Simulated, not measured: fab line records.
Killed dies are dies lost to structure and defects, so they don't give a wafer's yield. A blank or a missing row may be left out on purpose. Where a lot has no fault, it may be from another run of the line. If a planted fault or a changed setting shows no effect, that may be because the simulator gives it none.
The tool behind it: which one? -- flow nand harc -- 12 lots, 36 wafers sampled, at 5 steps of a route of 1159

WHAT THE GAUGES SHOWED, per wafer
NHARC_A_M1_INSPECT_11.
lot,measured,on,raw defect count
L813,day 18 04:31,defect inspect-02,26 25 34
L815,day 18 16:38,defect inspect-01,21 23 27
L820,day 19 07:58,defect inspect-02,23 24 18
L818,day 19 11:18,defect inspect-02,31 40 21
L822,day 20 04:18,defect inspect-01,71 38 39
L827,day 21 00:26,defect inspect-01,42 43 43
L829,day 21 17:26,defect inspect-01,9 14 17
L830,day 22 07:49,defect inspect-02,15 18 16
L831,day 22 09:18,defect inspect-01,32 32 39
L832,day 22 21:57,defect inspect-01,40 46 48
L834,day 23 02:02,defect inspect-02,32 41 46
L836,day 23 07:46,defect inspect-01,18 16 17

NHARC_END_SORT_01.
lot,measured,on,defect limited yield (%),killed at array,killed at other,killed at periphery,killed dies,killed open,killed short,sort_bin_2_pct (%),sort_bin_3_pct (%),sort_bin_4_pct (%),sort n pass,sort rim yield pct (%),sort yield pct (%)
L818,day 21 04:47,prober-01,95.6 94.8 96.0,29 33 22,0 0 0,1 2 5,30 35 27,3 1 6,1 5 0,1.8 1.3 1.6,0.15 0.30 0.44,2.5 3.5 1.9,647 642 650,99.1 92.5 100.0,95.6 94.8 96.0

TOOL THAT RAN EACH LOT (tool first, then ch and the chambers of the sampled wafers, then the start)
lot,NHARC_A_M1_ETCH_35,NHARC_A_M1_STRIP_19,NHARC_A_M1_ANNEAL_31
L813,"rie diel-05 ch 0,2, day 18 04:40","wet bench-10 ch 1,2,6, day 18 05:20","rtp anneal-02 ch 0, day 18 06:23"
L815,"rie diel-02 ch 0,2,3, day 18 16:47","wet bench-08 ch 2,5,7, day 18 17:28","rtp anneal-02 ch 0, day 18 18:31"
L820,"rie diel-05 ch 0,1,3, day 19 08:07","wet bench-10 ch 2,3,7, day 19 08:47","rtp anneal-01 ch 0, day 19 09:52"
L818,"rie diel-02 ch 2,3, day 19 11:27","wet bench-08 ch 0,3,7, day 19 12:08","rtp anneal-01 ch 0, day 19 13:18"
L822,"rie diel-05 ch 1,2,3, day 20 04:27","wet bench-10 ch 1,2,7, day 20 05:07","rtp anneal-01 ch 0, day 20 06:08"
L827,"rie diel-05 ch 0,1,3, day 21 00:35","wet bench-10 ch 3,6,7, day 21 01:14","rtp anneal-02 ch 0, day 21 02:17"
L829,"rie diel-02 ch 0,2,3, day 21 17:35","wet bench-08 ch 2,3,6, day 21 18:15","rtp anneal-01 ch 0, day 21 19:16"
L830,"rie diel-05 ch 1,2,3, day 22 07:59","wet bench-10 ch 1,4,5, day 22 08:38","rtp anneal-02 ch 0, day 22 09:43"
L831,"rie diel-10 ch 0,2, day 22 09:26","wet bench-08 ch 0,5,6, day 22 10:07","rtp anneal-02 ch 0, day 22 11:11"
L832,"rie diel-10 ch 0,1, day 22 22:07","wet bench-08 ch 0,4,5, day 22 22:46","rtp anneal-01 ch 0, day 22 23:56"
L834,"rie diel-02 ch 0,2, day 23 02:11","wet bench-08 ch 2,3,6, day 23 02:51","rtp anneal-02 ch 0, day 23 04:05"
L836,"rie diel-02 ch 0,2,3, day 23 07:55","wet bench-08 ch 0,4,5, day 23 08:35","rtp anneal-01 ch 0, day 23 09:36"
- NHARC_A_M1_ETCH_35: etches the open film in N2/H2, target depth 40 nm, overetch 12 nm, time 43.94 s.
- NHARC_A_M1_STRIP_19: strips in post etch residue remover, time 600 s.
- NHARC_A_M1_ANNEAL_31: time 90 s.

AS READ BY THE TOOLS THEMSELVES (means over the sampled wafers that have a number; for cases with no such wafer, the mark the record gives instead)
NHARC_A_M1_ETCH_35.
lot,tool,drypump motor current A (A),oes product au (a.u.),rf vpp V (V),showerhead plenum p Torr (Torr),throttle valve pct (%)
L813,rie diel-05,6.2,0.997,432.2,2.10,14.174
L815,rie diel-02,5.6,1.003,429.6,2.01,14.167
L820,rie diel-05,6.0,0.999,430.9,2.05,14.174
L818,rie diel-02,5.4,1.006,428.5,1.97,14.164
L822,rie diel-05,5.7,1.000,427.7,1.96,14.183
L827,rie diel-05,5.9,0.999,431.1,2.05,14.181
L829,rie diel-02,5.6,1.007,429.9,2.01,14.162
L830,rie diel-05,5.7,0.996,428.7,1.96,14.167
L831,rie diel-10,5.6,0.991,429.9,2.02,14.182
L832,rie diel-10,5.0,0.998,428.1,1.97,14.167
L834,rie diel-02,5.8,1.005,430.2,2.04,14.172
L836,rie diel-02,5.6,1.003,429.0,2.01,14.168

NHARC_A_M1_STRIP_19.
lot,tool,run length s (s)
L813,wet bench-10,603.1
L815,wet bench-08,603.9
L820,wet bench-10,603.3
L818,wet bench-08,603.5
L822,wet bench-10,603.6
L827,wet bench-10,726.5
L829,wet bench-08,602.6
L830,wet bench-10,727.5
L831,wet bench-08,602.4
L832,wet bench-08,602.5
L834,wet bench-08,602.7
L836,wet bench-08,603.1

NHARC_A_M1_ANNEAL_31.
lot,tool,wafer_temp_C_max
L813,rtp anneal-02,226.3
L815,rtp anneal-02,226.1
L820,rtp anneal-01,226.7
L818,rtp anneal-01,226.5
L822,rtp anneal-01,226.4
L827,rtp anneal-02,226.3
L829,rtp anneal-01,226.5
L830,rtp anneal-02,226.2
L831,rtp anneal-02,226.1
L832,rtp anneal-01,226.7
L834,rtp anneal-02,226.3
L836,rtp anneal-01,226.2

THE ANSWER, worked out from the rows above alone
Rule: what is usual is taken from the lots themselves. The widest of any qualifying gaps counts: lots, ordered by their means at a reading, are off when they make up no more than a third of the lots, leave a main group of 4 or more, and stand apart from it by 3 or more times the standard deviation of that group's means. If all means in a main group match to the digits the tables above print for the reading, that group is not used. Also off: a lot with no number at a reading for which 4 or more lots have one. Any other lot the step has rows for is counted as sound. Order of review: gauges by route order, followed by the tools' own readings, for which a lot's mean as printed above is used. At the first step where some lot is off, the reading lying furthest off is the one used; lots without a number count as furthest.
Off: L827, L830 (NHARC_A_M1_STRIP_19, run length s). The main group: mean 603.1 s, standard deviation 0.48.
If a tool, at that step or one of the process steps before it, ran each lot that is off and ran no sound lot following the first of them, it fits. Undecided on this evidence; 2 tools fit (rie diel-05 at NHARC_A_M1_ETCH_35, wet bench-10 at NHARC_A_M1_STRIP_19).

WHAT THE SIMULATOR HAD PUT IN
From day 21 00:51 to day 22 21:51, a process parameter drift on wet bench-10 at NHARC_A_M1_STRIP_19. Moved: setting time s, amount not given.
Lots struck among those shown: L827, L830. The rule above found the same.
